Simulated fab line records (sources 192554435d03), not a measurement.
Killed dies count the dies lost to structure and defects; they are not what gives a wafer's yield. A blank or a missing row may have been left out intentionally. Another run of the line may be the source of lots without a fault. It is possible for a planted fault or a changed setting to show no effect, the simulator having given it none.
Matching of chambers | flow n5_finfet | N5_MOL_CONTACT_COAG_DESCUM_45 on rie_diel-06: 3 sister chambers
The step chemistry O2, time 7 s. 16 wafers are shown with their chamber, then 7 later ones without.

EACH WAFER AND ITS CHAMBER
wafer  | chamber | drypump_motor_current_A (A) | showerhead_plenum_p_Torr (Torr) | throttle_valve_pct (%)
L074.2 | 0       | 5.9                         | 2.13                            | 20.48
L074.3 | 3       | 5.9                         | 2.07                            | 20.96
L074.4 | 0       | 5.9                         | 2.13                            | 20.47
L082.1 | 3       | 6.0                         | 2.06                            | 21.02
L082.2 | 0       | 5.9                         | 2.13                            | 20.50
L082.4 | 3       | 5.9                         | 2.06                            | 21.00
L083.4 | 2       | 5.3                         | 1.99                            | 20.63
L083.5 | 3       | 5.9                         | 2.06                            | 21.02
L083.6 | 0       | 5.9                         | 2.13                            | 20.50
L085.2 | 2       | 5.3                         | 1.99                            | 20.64
L085.3 | 3       | 5.9                         | 2.05                            | 21.03
L085.6 | 0       | 5.9                         | 2.12                            | 20.53
L090.1 | 2       | 5.3                         | 1.99                            | 20.65
L090.4 | 3       | 5.9                         | 2.05                            | 21.03
L090.6 | 2       | 5.3                         | 1.99                            | 20.65
L089.1 | 3       | 5.9                         | 2.05                            | 21.03

SIGNATURES, as means of the wafers listed above
reading                  | chamber 0 | chamber 2 | chamber 3 | scatter within a chamber
drypump_motor_current_A  | 5.900     | 5.300     | 5.914     | 0.0257
showerhead_plenum_p_Torr | 2.1280    | 1.9900    | 2.0571    | 0.0057
throttle_valve_pct       | 20.4960   | 20.6425   | 21.0129   | 0.0221
Rule: distance of a wafer from a chamber = root of the sum over the readings of ((wafer's reading minus chamber's mean) / reading's scatter) squared. If the next closest chamber is less than 2 further off than the closest, the wafer can't be placed; otherwise it belongs to the closest. How the scatter is found: for the shown wafers, subtract from each reading the mean of its chamber, square and add these, divide the total by (wafers less chambers), then take the root.

WAFERS WITH NO CHAMBER GIVEN
wafer  | drypump_motor_current_A (A) | showerhead_plenum_p_Torr (Torr) | throttle_valve_pct (%)
L089.4 | 5.9                         | 2.05                            | 21.05
L089.6 | 5.3                         | 1.98                            | 20.67
L093.1 | 5.3                         | 1.98                            | 20.68
L093.6 | 5.2                         | 1.98                            | 20.67
L094.2 | 5.3                         | 1.98                            | 20.68
L094.3 | 6.0                         | 2.12                            | 20.09
L094.5 | 5.9                         | 2.12                            | 20.11

EACH ONE'S CHAMBER
wafer  | from the rows above | in truth
L089.4 | 3                   | 3
L089.6 | 2                   | 2
L093.1 | 2                   | 2
L093.6 | 2                   | 2
L094.2 | 2                   | 2
L094.3 | 0                   | 0
L094.5 | 0                   | 0
Correct placement for 7 of the 7. Left unplaced by these rows: 0. Placed wrongly: 0.
